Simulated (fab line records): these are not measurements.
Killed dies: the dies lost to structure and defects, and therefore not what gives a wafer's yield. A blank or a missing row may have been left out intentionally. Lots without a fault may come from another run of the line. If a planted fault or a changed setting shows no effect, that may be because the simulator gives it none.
fab line records	flow n5Finfet	part 2 of 2: steps 5 to 6 of 6
record lots=20	wafers=60	lastDay=18
route steps=1938 shown FIN_CUT@166 DUMMY_GATE@232
lots that met no fault: taken from a fault-free run of the same line
startH: hours from the record's opening day to when the first of the lot's shown wafers began	waitH: hours since the lot's step before	" identical to the entry in the row above	L1.1+2: several wafers, shown together as one row	- no value, or no start given	* or withheld: withheld	< > ~ a bound
route shown NAME@n: a module of which the file shows steps, and the number in the route of the first	usual: mean/standard deviation of fault-free wafers	same: alike in all rows	chamber/n: place in a boat	sites: readings site by site	_std_site: their standard deviation	_edge_site: outer sites' mean less inner sites'	radiusMm: how far each site lies from the wafer's centre	mask NAME#n: copy n	behind: the last tool/chamber to shape the wafer	hold: the reason the lot was held/the length of the hold in hours/how it ended	device: the transistor (n, p or np) that didn't switch	end of line: the tests these same wafers got at the end of their route	a step given without rows: its recipe and nothing more	killed: the dies lost at the first sort to structure and to defects; this is not the yield of the wafer	map: a wafer's dies, x killed, . not, _ none there
set.NAME: the setting as run; set.NAME@STEP: as run at that earlier step	model.NAME: the simulator's own value behind a step, which no gauge read
the route's steps for a sample of lots (tables are steps, rows are wafers)
services: when a tool's chamber went out of use (startH, in hours from the record's first day, below 0 if earlier), for how many hours, and the reason
## steps
# step N5_DUMMY_GATE_ETCH_37
# recipe chemistry=N2/H2	target=SOC	targetDepthA=600	overetchA=300	tempC=40	ionEnergyEv=200	pressureMtorr=30	sourceW=840	biasW=150	n2FlowSccm=200	h2FlowSccm=200
# usual drypumpMotorCurrentA=5.8/0.69	oesProductAu=0.63/0.053	rfVppV=523.8/2.1	showerheadPlenumPTorr=2.53/0.077	throttleValvePct=17.68/0.21
lot.wafer	tool	chamber	startH	waitH	drypumpMotorCurrentA	oesProductAu	rfHoursCounterH	rfVppV	showerheadPlenumPTorr	throttleValvePct
L074.1	rieDiel-03	0	52.40	0.0	6.4	0.67	58	525.9	2.58	17.63
L074.4	"	1	"	"	5.4	0.73	4	526.3	2.60	17.16
L074.6	"	0	"	"	6.4	0.67	-	526.0	2.58	17.61
L075.3	rieDiel-03	0	56.55	0.0	6.4	0.66	59	526.3	2.58	17.63
L075.4	"	2	"	"	6.7	0.63	137	521.0	2.44	17.83
L075.5	"	0	"	"	6.4	0.67	-	525.3	2.58	17.62
L076.3	rieDiel-04	3	59.25	0.0	6.8	0.70	27	524.0	2.49	17.66
L076.4	"	0	"	"	5.4	0.60	155	525.6	2.66	17.73
L076.6	"	1	"	"	4.7	0.61	-	526.7	2.68	17.72
L077.3	rieDiel-04	0	65.21	0.0	5.4	0.59	156	527.0	2.66	17.72
L077.4	"	3	"	"	6.7	0.70	28	522.5	2.49	17.66
L077.6	"	1	"	"	4.7	0.61	-	527.0	2.68	17.72
L078.2	rieDiel-03	3	71.64	0.0	6.4	0.58	172	525.0	2.54	17.91
L078.4	"	1	"	"	5.3	0.73	-	526.6	2.59	17.16
L078.6	"	3	"	"	6.4	0.59	-	523.1	2.54	17.91
L081.2	rieDiel-01	3	87.90	0.0	6.4	0.74	14	522.4	2.50	17.66
L081.4	"	0	"	"	5.6	0.65	94	524.3	2.57	17.73
L081.6	"	0	"	"	5.6	0.65	-	525.5	2.57	17.72
L082.1	rieDiel-03	0	99.80	0.0	6.4	0.66	66	524.0	2.58	17.62
L082.2	"	2	"	"	6.6	0.61	152	521.6	2.43	17.87
L082.6	"	3	"	"	6.5	0.58	-	524.4	2.54	17.94
L083.1	rieDiel-01	2	99.84	0.0	5.2	0.59	135	525.3	2.55	17.50
L083.4	"	0	"	"	5.6	0.66	97	523.8	2.57	17.73
L083.5	"	0	"	"	5.6	0.66	-	523.1	2.57	17.73
L084.3	rieDiel-01	2	107.63	0.0	5.2	0.60	137	525.2	2.55	17.51
L084.5	"	2	"	"	5.2	0.60	-	524.3	2.55	17.50
L084.6	"	1	"	"	4.9	0.57	-	520.1	2.41	17.85
L085.2	rieDiel-03	1	114.04	0.0	5.3	0.69	25	523.9	2.59	17.20
L085.4	"	0	"	"	6.4	0.66	71	525.2	2.57	17.63
L085.5	"	2	"	"	6.6	0.60	-	520.7	2.43	17.85
L086.1	rieDiel-01	1	119.16	0.0	4.9	0.57	180	519.0	2.41	17.85
L086.3	"	0	"	"	5.6	0.64	102	523.6	2.56	17.74
L086.5	"	3	"	"	6.4	0.71	-	522.4	2.50	17.69
L087.3	rieDiel-01	1	125.07	0.0	4.9	0.57	182	519.1	2.41	17.84
L087.4	"	0	"	"	5.6	0.65	105	523.6	2.56	17.73
L087.6	"	0	"	"	5.6	0.64	-	525.4	2.56	17.74
L088.2	rieDiel-01	2	136.17	0.0	5.2	0.59	145	524.3	2.54	17.53
L088.5	"	0	"	"	5.6	0.64	-	524.2	2.56	17.76
L088.6	"	3	"	"	6.3	0.71	-	523.5	2.50	17.70
L090.1	rieDiel-04	0	144.62	0.0	5.4	0.59	181	526.2	2.65	17.75
L090.3	"	3	"	"	6.8	0.68	51	523.5	2.48	17.72
L090.5	"	0	"	"	5.4	0.58	-	526.7	2.65	17.76
L091.1	rieDiel-04	1	149.60	0.0	4.7	0.60	148	527.5	2.67	17.79
L091.2	"	2	"	"	6.5	0.74	4	522.2	2.48	17.29
L091.3	"	3	"	"	6.7	0.67	54	520.9	2.48	17.72
L092.3	rieDiel-03	2	154.84	0.0	6.6	0.60	167	520.0	2.42	17.88
L092.5	"	0	"	"	6.4	0.65	-	524.4	2.57	17.66
L092.6	"	1	"	"	5.3	0.68	-	524.7	2.58	17.20
L093.2	rieDiel-01	2	162.65	0.0	5.2	0.59	153	523.8	2.54	17.54
L093.5	"	1	"	"	4.9	0.57	-	521.3	2.41	17.87
L093.6	"	2	"	"	5.3	0.58	-	524.2	2.54	17.55
L094.1	rieDiel-01	0	167.83	0.0	5.6	0.62	119	526.1	2.56	17.76
L094.4	"	1	"	"	4.9	0.57	193	520.2	2.41	17.86
L094.6	"	2	"	"	5.2	0.58	-	523.7	2.54	17.55
L095.1	rieDiel-01	1	180.36	0.0	4.9	0.57	197	520.3	2.41	17.87
L095.3	"	0	"	"	5.6	0.62	123	524.9	2.56	17.77
L095.4	"	3	"	"	6.4	0.69	41	522.4	2.49	17.71
L097.1	rieDiel-04	3	188.66	0.0	6.8	0.66	64	521.6	2.47	17.74
L097.5	"	1	"	"	4.7	0.58	-	528.0	2.66	17.80
L097.6	"	0	"	"	5.4	0.57	-	525.6	2.64	17.78
# step N5_DUMMY_GATE_STRIP_40
# recipe chemistry=CF4	resist=SiARC	powerW=300	biasPowerW=75	pressureMtorr=50	cf4FlowSccm=150	rfFrequencyHz=6e+07
# usual drypumpMotorCurrentA=5.8/0.66	oesProductAu=0.80/0.07	rfVppV=271.0/1.4	showerheadPlenumPTorr=1.79/0.043	throttleValvePct=13.47/0.19
lot.wafer	tool	chamber	startH	waitH	drypumpMotorCurrentA	oesProductAu	rfHoursCounterH	rfVppV	showerheadPlenumPTorr	throttleValvePct
L074.1	rieDiel-03	2	52.58	0.1	6.6	0.79	135	269.7	1.73	13.61
L074.4	"	1	"	"	5.3	0.93	4	272.9	1.83	13.00
L074.6	"	1	"	"	5.4	0.93	-	273.1	1.83	13.00
L075.3	rieDiel-01	3	56.74	0.1	6.4	0.94	5	271.2	1.78	13.39
L075.4	"	1	"	"	4.8	0.73	163	267.5	1.72	13.60
L075.5	"	2	"	"	5.2	0.76	-	271.3	1.81	13.29
L076.3	rieDiel-03	3	59.43	0.1	6.4	0.75	168	271.4	1.79	13.64
L076.4	"	0	"	"	6.4	0.84	60	272.4	1.82	13.31
L076.6	"	2	"	"	6.6	0.79	-	269.7	1.73	13.62
L077.3	rieDiel-01	0	65.39	0.1	5.6	0.81	87	270.5	1.83	13.64
L077.4	"	3	"	"	6.4	0.93	8	271.3	1.78	13.40
L077.6	"	3	"	"	6.4	0.93	-	270.3	1.78	13.39
L078.2	rieDiel-01	2	71.82	0.1	5.2	0.75	128	272.7	1.81	13.29
L078.4	"	0	"	"	5.6	0.82	89	271.8	1.83	13.65
L078.6	"	2	"	"	5.2	0.75	-	271.5	1.81	13.31
L081.2	rieDiel-04	3	88.08	0.1	6.7	0.87	34	270.5	1.77	13.40
L081.4	"	0	"	"	5.4	0.74	163	273.6	1.85	13.49
L081.6	"	3	"	"	6.7	0.86	-	270.6	1.77	13.42
L082.1	rieDiel-01	3	99.98	0.1	6.4	0.90	18	271.6	1.78	13.41
L082.2	"	1	"	"	4.9	0.72	175	269.8	1.72	13.61
L082.6	"	3	"	"	6.4	0.91	-	270.1	1.77	13.38
L083.1	rieDiel-03	2	100.02	0.1	6.6	0.77	152	268.8	1.72	13.63
L083.4	"	3	"	"	6.4	0.74	182	272.3	1.79	13.64
L083.5	"	0	"	"	6.4	0.83	-	273.1	1.81	13.33
L084.3	rieDiel-01	0	107.86	0.1	5.6	0.80	99	269.7	1.83	13.67
L084.5	"	3	"	"	6.4	0.90	-	269.3	1.78	13.42
L084.6	"	0	"	"	5.6	0.81	-	271.3	1.83	13.67
L085.2	rieDiel-03	2	114.22	0.1	6.6	0.76	156	270.7	1.72	13.65
L085.4	"	3	"	"	6.4	0.73	185	270.6	1.78	13.66
L085.5	"	0	"	"	6.4	0.82	-	272.5	1.81	13.33
L086.1	rieDiel-04	3	119.36	0.1	6.7	0.85	41	270.7	1.77	13.43
L086.3	"	1	"	"	4.7	0.75	136	272.8	1.86	13.37
L086.5	"	0	"	"	5.4	0.72	-	272.1	1.85	13.48
L087.3	rieDiel-03	0	125.25	0.1	6.4	0.82	74	270.7	1.81	13.36
L087.4	"	1	"	"	5.3	0.85	28	271.5	1.83	13.05
L087.6	"	1	"	"	5.3	0.87	-	269.6	1.83	13.05
L088.2	rieDiel-03	3	136.35	0.1	6.4	0.72	192	271.8	1.78	13.68
L088.5	"	1	"	"	5.3	0.86	-	273.1	1.82	13.08
L088.6	"	0	"	"	6.4	0.82	-	269.8	1.81	13.34
L090.1	rieDiel-01	0	145.12	0.4	5.6	0.79	112	272.8	1.82	13.67
L090.3	"	1	"	"	4.9	0.71	186	269.9	1.71	13.66
L090.5	"	3	"	"	6.4	0.87	-	270.5	1.77	13.43
L091.1	rieDiel-04	3	149.78	0.1	6.7	0.84	54	268.6	1.77	13.46
L091.2	"	1	"	"	4.7	0.74	148	271.7	1.86	13.42
L091.3	"	0	"	"	5.4	0.72	183	272.8	1.84	13.53
L092.3	rieDiel-01	1	155.15	0.2	4.9	0.71	190	269.1	1.71	13.66
L092.5	"	3	"	"	6.4	0.88	-	270.7	1.77	13.45
L092.6	"	2	"	"	5.2	0.73	-	273.2	1.80	13.34
L093.2	rieDiel-01	1	162.83	0.1	4.9	0.71	191	269.4	1.71	13.68
L093.5	"	1	"	"	4.9	0.71	-	269.8	1.71	13.66
L093.6	"	2	"	"	5.2	0.72	-	271.1	1.80	13.36
L094.1	rieDiel-01	3	168.03	0.1	6.4	0.87	37	270.4	1.77	13.47
L094.4	"	1	"	"	4.9	0.71	193	269.8	1.71	13.67
L094.6	"	0	"	"	5.6	0.79	-	271.3	1.82	13.72
L095.1	rieDiel-04	1	180.54	0.1	4.7	0.73	160	271.5	1.85	13.47
L095.3	"	2	"	"	6.5	0.90	15	270.5	1.75	13.14
L095.4	"	0	"	"	5.4	0.71	190	273.9	1.84	13.54
L097.1	rieDiel-01	3	188.85	0.1	6.4	0.86	43	269.7	1.77	13.47
L097.5	"	1	"	"	4.9	0.71	-	271.7	1.71	13.68
L097.6	"	2	"	"	5.2	0.72	-	271.7	1.80	13.37
## services
tool	chamber	startH	hours	kind
rieDiel-01	0	19.89	2.4	repair
rieDiel-01	3	25.31	-	clean
rieDiel-01	3	25.31	-	consumableReplace:focusRing
rieDiel-01	3	25.31	13.4	scheduledDown
rieDiel-01	3	25.31	13.4	ventCycle
rieDiel-03	1	28.13	-	clean
rieDiel-03	1	28.13	-	consumableReplace:focusRing
rieDiel-03	1	28.13	10.5	scheduledDown
rieDiel-03	1	28.13	10.5	ventCycle
rieDiel-03	0	65.90	7.4	repair
rieDiel-03	0	79.78	8.1	repair
rieDiel-04	2	118.16	-	clean
rieDiel-04	2	118.16	-	consumableReplace:focusRing
rieDiel-04	2	118.16	20.2	scheduledDown
rieDiel-04	2	118.16	20.2	ventCycle
rieDiel-01	1	136.98	6.2	repair
rieDiel-04	3	157.82	7.7	repair
rieDiel-01	3	159.74	5.1	repair
rieDiel-04	0	164.51	10.8	repair
